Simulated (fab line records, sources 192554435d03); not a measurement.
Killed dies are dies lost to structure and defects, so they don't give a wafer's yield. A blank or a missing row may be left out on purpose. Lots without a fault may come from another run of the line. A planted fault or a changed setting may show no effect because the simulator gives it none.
One fault seen from 3 desks | flow n5_finfet | each desk has only its own numbers; what lay behind them comes last

THE DEFECT DESK
What the inspections along the route counted, lot by lot: means of the sampled wafers that have a number. A lot is out of limits, marked OUT, if its mean lies more than 4 standard deviations from the usual mean; the brackets give that distance.
Columns: A = raw_defect_count at N5_PMOS_HMC_CHANNEL_EPI_INSPECT_11, usual 1.9
lot  | first seen here | A
L220 | day 2 23:07     | 2.0
L221 | day 3 06:18     | 2.0
L223 | day 3 17:42     | 2.7
L226 | day 4 12:10     | 1.7
L229 | day 5 05:19     | 2.3
L234 | day 6 11:47     | 2.0
This desk's finding: nothing out of limits on any of the 6 lots.

THE METROLOGY DESK
What the gauges read, lot by lot, whatever tool the lot ran on: means of the sampled wafers that have a number. A lot is out of limits, marked OUT, if its mean lies more than 4 standard deviations from the usual mean; the brackets give that distance. Of its 12 readings 7 are shown: those that lie furthest out on some lot.
Columns: A = PMOS_HMC_BLK_OVL at N5_PMOS_HMC_CHANNEL_EPI_OVL_MEAS_10, usual -0.5 nm; B = IOFF_P at N5_BEOL_M4_RC_MEAS_101, usual 0.214 nA/um; C = ION_N at N5_BEOL_M4_RC_MEAS_101, usual 673 uA/um; D = ION_P at N5_BEOL_M4_RC_MEAS_101, usual 461 uA/um; E = SS_N at N5_BEOL_M4_RC_MEAS_101, usual 71.6 mV/dec; F = SS_P at N5_BEOL_M4_RC_MEAS_101, usual 73.3 mV/dec; G = VT_P at N5_BEOL_M4_RC_MEAS_101, usual -250.0 mV
lot  | first seen here | A    | B     | C   | D   | E    | F    | G
L220 | day 2 23:04     | -1.4 | 0.258 | 683 | 471 | 71.9 | 73.5 | -245.9
L221 | day 3 06:15     | -0.4 | 0.221 | 673 | 465 | 71.2 | 73.4 | -247.5
L223 | day 3 17:38     | -0.3 | 0.209 | 676 | 460 | 71.1 | 72.9 | -251.0
L226 | day 4 12:07     | -1.1 | 0.227 | 672 | 462 | 72.1 | 73.9 | -248.8
L229 | day 5 05:16     | -0.2 | 0.221 | 675 | 463 | 71.5 | 73.2 | -250.4
L234 | day 6 11:44     | 1.0  | 0.210 | 677 | 460 | 71.6 | 73.4 | -250.1
This desk's finding: nothing out of limits on any of the 6 lots.

THE TOOL OWNER'S DESK: rie_diel-02
The tool's own readings at N5_PMOS_HMC_CHANNEL_EPI_HM_OPEN_15 (chemistry CHF3/O2, target SiO2, target depth 40.6 nm, time 20.3 s): means of the sampled wafers that have a number, for each lot that ran on this tool. A lot is out of limits, marked OUT, if its mean lies more than 4 standard deviations from the usual mean; the brackets give that distance. Of its 9 readings 7 are shown: those that lie furthest out on some lot.
Columns: A = O2_flow_sccm at N5_PMOS_HMC_CHANNEL_EPI_HM_OPEN_15, usual 5.002 sccm; B = oes_o_777_au at N5_PMOS_HMC_CHANNEL_EPI_HM_OPEN_15, usual 0.77 a.u.; C = oes_product_au at N5_PMOS_HMC_CHANNEL_EPI_HM_OPEN_15, usual 0.76 a.u.; D = rf_fwd_power_W at N5_PMOS_HMC_CHANNEL_EPI_HM_OPEN_15, usual 645.7 W; E = rf_vpp_V at N5_PMOS_HMC_CHANNEL_EPI_HM_OPEN_15, usual 521 V; F = showerhead_plenum_p_Torr at N5_PMOS_HMC_CHANNEL_EPI_HM_OPEN_15, usual 2.41 Torr; G = throttle_valve_pct at N5_PMOS_HMC_CHANNEL_EPI_HM_OPEN_15, usual 18.97 %
lot  | first seen here | A     | B    | C    | D     | E   | F    | G
L226 | day 4 12:22     | 5.005 | 0.73 | 0.72 | 647.4 | 518 | 2.42 | 19.09
L229 | day 5 05:28     | 4.992 | 0.74 | 0.85 | 647.0 | 519 | 2.37 | 19.09
L234 | day 6 11:54     | 4.990 | 0.76 | 0.80 | 646.7 | 522 | 2.44 | 18.88
This desk's finding: nothing out of limits on any of the 3 lots.

PUT TOGETHER
The defect desk saw nothing out of limits.
The metrology desk saw nothing out of limits.
The tool owner's desk saw nothing out of limits.

WHAT THE SIMULATOR HAD PUT IN
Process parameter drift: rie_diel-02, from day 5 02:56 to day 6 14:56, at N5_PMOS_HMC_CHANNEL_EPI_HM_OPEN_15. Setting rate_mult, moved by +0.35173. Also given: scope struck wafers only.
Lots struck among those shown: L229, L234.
